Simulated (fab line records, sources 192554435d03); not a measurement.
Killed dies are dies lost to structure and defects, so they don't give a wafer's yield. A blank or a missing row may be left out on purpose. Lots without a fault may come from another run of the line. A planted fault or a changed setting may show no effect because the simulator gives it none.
Split-lot experiment | flow n5_finfet | 7 lots, 21 wafers read, on a route of 1938 steps

THE SPLIT
At N5_BEOL_M10_PEB_26 (peb time 60 s), the setting peb_time_s was moved away from the recipe's 60 s on 8 of the 21 wafers read, by -15.6% to +21.4%. The other wafers ran this setting at the recipe's value.

FROM THE SPLIT TO THE READING: what the file shows between them, 1 step
- N5_BEOL_M10_DEVELOP_27: develop time 30 s

THE READING
cd_nm, in nm, at N5_BEOL_M10_CD_MEAS_28 (target cd 70 nm). Fault-free wafers of this fab line usually give 70.1 nm, standard deviation 1.3 nm.

wafer  | tool, chamber at the split | peb_time_s as run, s | against the recipe | cd_nm, nm | against lot-mates on the recipe
L075.1 | litho_track-02, 0          | 60                   | recipe             | 69.2      | -
L075.2 | litho_track-02, 0          | 60                   | recipe             | 70.6      | -
L075.5 | litho_track-02, 0          | 60                   | recipe             | 71.1      | -
L079.2 | litho_track-01, 0          | 60                   | recipe             | 68.3      | -
L079.3 | litho_track-01, 0          | 60                   | recipe             | 67.9      | -
L079.4 | litho_track-01, 0          | 72.83                | +21.4%             | 77.0      | +8.9
L078.1 | litho_track-05, 0          | 60                   | recipe             | 73.2      | -
L078.2 | litho_track-05, 0          | 60                   | recipe             | 72.5      | -
L078.5 | litho_track-05, 0          | 60                   | recipe             | 72.5      | -
L085.1 | litho_track-01, 0          | 60                   | recipe             | 67.1      | -
L085.5 | litho_track-01, 0          | 50.64                | -15.6%             | 61.8      | -5.3
L085.6 | litho_track-01, 0          | 50.64                | -15.6%             | 60.7      | -6.4
L090.2 | litho_track-02, 0          | 69.29                | +15.5%             | 77.1      | +6.6
L090.5 | litho_track-02, 0          | 69.29                | +15.5%             | 77.2      | +6.7
L090.6 | litho_track-02, 0          | 60                   | recipe             | 70.5      | -
L096.1 | litho_track-05, 0          | 52.81                | -12.0%             | 65.8      | -5.8
L096.4 | litho_track-05, 0          | 52.81                | -12.0%             | 63.9      | -7.7
L096.6 | litho_track-05, 0          | 60                   | recipe             | 71.6      | -
L097.1 | litho_track-02, 0          | 60                   | recipe             | 70.0      | -
L097.2 | litho_track-02, 0          | 66.7                 | +11.2%             | 74.0      | +4.0
L097.4 | litho_track-02, 0          | 60                   | recipe             | 70.1      | -

THE FIT
A straight line over all 21 wafers: cd_nm changes by +0.443 nm for each +1% of peb_time_s; r = +0.93; the points scatter about the line by 1.8 nm.
The same after taking each lot's own level away (the mean of its wafers on the recipe; 21 wafers): +0.428 nm for each +1%; r = +0.98; scatter 0.79 nm.
On that fit, the largest move of peb_time_s shifts the reading by 9.2 nm.
The lots' own levels span 67.10 to 72.73 nm, that is 4.3 times the standard deviation above.
So the lot-to-lot level changes the slope little: the two slopes agree.
Check: with one of the wafers moved furthest among these (+21.4%) left out of the fit, the line predicts +9.08 nm for it against its lot-mates. It came out at +8.9 nm against them.

OTHER SPLITS ON THESE WAFERS
These wafers also went through other splits before the reading. Each is held against what the fit with the lots' levels taken away leaves over:
other split on the same wafers | wafers away from the commonest value | r with cd_nm (lot level and that fit taken away)
N5_BEOL_M8_COAT_71 spin_rpm    | 3                                    | -0.15
N5_BEOL_M9_COAT_05 spin_rpm    | 10                                   | +0.31
N5_BEOL_M10_COAT_22 spin_rpm   | 4                                    | +0.27

THE FILE'S OWN FIT
cd_nm changes by +0.424 nm for each +1% of peb_time_s, r = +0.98.
